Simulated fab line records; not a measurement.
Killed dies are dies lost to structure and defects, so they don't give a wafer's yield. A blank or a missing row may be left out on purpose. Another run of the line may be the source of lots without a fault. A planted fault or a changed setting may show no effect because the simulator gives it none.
8D (eight disciplines) problem report, filled in by code -- flow nandHarc -- the parts of the form that need people (team, actions taken, sign-off) are left out

== 1. PROBLEM STATEMENT ==
Wafers without a fault read 496.9 W, standard deviation 1.5; rfFwdPowerW at NHARC_P_BONDPAD_ETCH_12 reads a mean of 697.8 W on 2 wafers belonging to 2 lots. So: +99 or more standard deviations from the usual mean.
The step: etches the open film in CHF3/O2, target depth 200 nm, time 100 s.
First seen on wafer L633.2, day 8 18:38, on rieDiel-04. Wafers with a number at this step in the record: 24, from 8 lots. The rule behind "out" and "out of limits": a value lying over 4 standard deviations away from the usual mean. Any other wafer with a number is counted as sound.

== 2. WHAT IT IS, AND WHAT IT ISN'T ==
question,is,is not
which readings at this step,"rfFwdPowerW, oesProductAu","drypumpMotorCurrentA, rfVppV, showerheadPlenumPTorr, throttleValvePct"
which lots,"L633, L634","L623, L624, L627, L636, L641, L646"
which wafers of those lots,"L633.2, L634.1","L633.1, L633.3, L634.3, L634.6"
read on which tools,rieDiel-04,"rieDiel-11, rieDiel-12"
when,from day 8 18:38,"up to then (11 sound wafers); but 11 sound wafers of L634, L636, L641, L646 came after"

== 3. WHAT RULES OUT EACH SUSPECT ==
Counting: any tool at a process step up to the reading remains a suspect provided it ran every lot that is out. Sound lots after the first of them don't rule it out here, since some wafers of a struck lot are sound.
- pvdSputter-02 at NHARC_P_M2_PRE_CLEAN_30 (time 30 s): kept. Every lot that is out went through it, the first being L633 (day 8 16:07); the last sound lot it ran before that was L627 (day 7 01:18). NHARC_P_M2_PRE_CLEAN_30: start missing for some lots; hours and lot order therefore follow NHARC_P_M2_PRE_CLEAN_32.
- pecvd-01 at NHARC_P_M2_PRE_CLEAN_32 (time 12 s): kept. Every lot that is out went through it, the first being L633 (day 8 16:07); the last sound lot it ran before that was L627 (day 7 01:18).
- rieDiel-04 at NHARC_P_BONDPAD_DESCUM_11 (chemistry O2, time 3 s): kept. Every lot that is out went through it, the first being L633 (day 8 18:17); the last sound lot it ran before that was L623 (day 6 19:26).
- rieDiel-04 at NHARC_P_BONDPAD_ETCH_12 (etches the open film in CHF3/O2, target depth 200 nm, time 100 s): kept. Every lot that is out went through it, the first being L633 (day 8 18:38); the last sound lot it ran before that was L623 (day 6 19:38). Its own oesProductAu, rfFwdPowerW readings are out on those wafers.
- At NHARC_P_BONDPAD_ETCH_12, inside rieDiel-04: chamber 0 took the wafers that are out, while their sound lot-mates went through chambers 1, 2, 3.
Left after counting: pvdSputter-02 at NHARC_P_M2_PRE_CLEAN_30, pecvd-01 at NHARC_P_M2_PRE_CLEAN_32, rieDiel-04 at NHARC_P_BONDPAD_DESCUM_11, rieDiel-04 at NHARC_P_BONDPAD_ETCH_12.

== 4. THE CAUSE (what the simulator had put in) ==
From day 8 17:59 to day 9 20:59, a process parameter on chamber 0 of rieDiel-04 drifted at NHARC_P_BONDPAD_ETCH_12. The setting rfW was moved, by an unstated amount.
4 suspects survive the count, and this tool is in that group.

== 5. THE CHAIN OF EFFECTS, in route order ==
Each row: a reading where the mean over the struck wafers with a number is more than 3 standard deviations away from the usual. Scope: only readings with a usual standard deviation given in the record; hours: median across lots of the time from each lot's start at the first step in this table that gives one to its start at this step; sigmas: change in usual standard deviations.
hours,step,reading,usual,on struck wafers,change,sigmas
0,NHARC_P_BONDPAD_ETCH_12,oesProductAu,0.931 a.u.,1.142,+0.211,+11
0,NHARC_P_BONDPAD_ETCH_12,rfFwdPowerW,496.9 W,697.8,+200.9,+99 or more
It contains these process steps:
- NHARC_P_BONDPAD_ETCH_12: etches the open film in CHF3/O2, target depth 200 nm, time 100 s.

== 6. WHAT WOULD HAVE CAUGHT IT SOONER ==
In this record the first reading out of limits was taken at day 8 18:38, 1 hour after the fault began at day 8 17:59.
